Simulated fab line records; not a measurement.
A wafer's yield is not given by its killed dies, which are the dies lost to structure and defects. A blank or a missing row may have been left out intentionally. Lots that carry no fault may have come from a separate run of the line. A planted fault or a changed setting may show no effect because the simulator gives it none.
Chamber matching + flow n5Finfet + pecvd-04 running N5_BEOL_M9_PECVD_70: 3 sister chambers
The step deposits SiO2 from TEOS/O2, target thk 20 nm, time 22.7 s. 3 wafers are shown with their chamber, then 7 later ones without.

WAFERS PAIRED WITH THEIR CHAMBERS
| wafer  | chamber | showerheadPlenumPTorr (Torr) |
|--------|---------|------------------------------|
| L081.3 | 0       | 8.79                         |
| L082.3 | 1       | 8.92                         |
| L082.4 | 2       | 8.79                         |

WAFERS WHOSE CHAMBER IS MISSING
| wafer  | showerheadPlenumPTorr (Torr) |
|--------|------------------------------|
| L082.5 | 8.91                         |
| L086.1 | 8.89                         |
| L086.3 | 8.77                         |
| L086.5 | 8.93                         |
| L092.1 | 8.81                         |
| L092.2 | 8.78                         |
| L092.3 | 8.79                         |

EACH ONE'S CHAMBER
| wafer  | from the rows above     | in truth |
|--------|-------------------------|----------|
| L082.5 | 1                       | 1        |
| L086.1 | 1                       | 1        |
| L086.3 | can't be placed: 0 or 2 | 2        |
| L086.5 | 1                       | 1        |
| L092.1 | can't be placed: 0 or 2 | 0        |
| L092.2 | can't be placed: 0 or 2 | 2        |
| L092.3 | can't be placed: 0 or 2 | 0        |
3 of 7 placed correctly. These rows do not allow placing 4 (true chamber among the candidates in 4). 0 placed wrongly.
How it was worked out, from the rows above alone: a wafer's distance from a chamber is the root of the sum, over the readings, of the square of ((its reading less the chamber's mean) divided by the reading's scatter). If the next closest chamber is less than 2 further off than the closest, the wafer can't be placed; otherwise it belongs to the closest. A chamber's mean is the mean of its shown wafers. The scatter (one wafer shown for each chamber): square how far every hidden wafer sits from the nearest shown wafer, average those squares and take the square root.
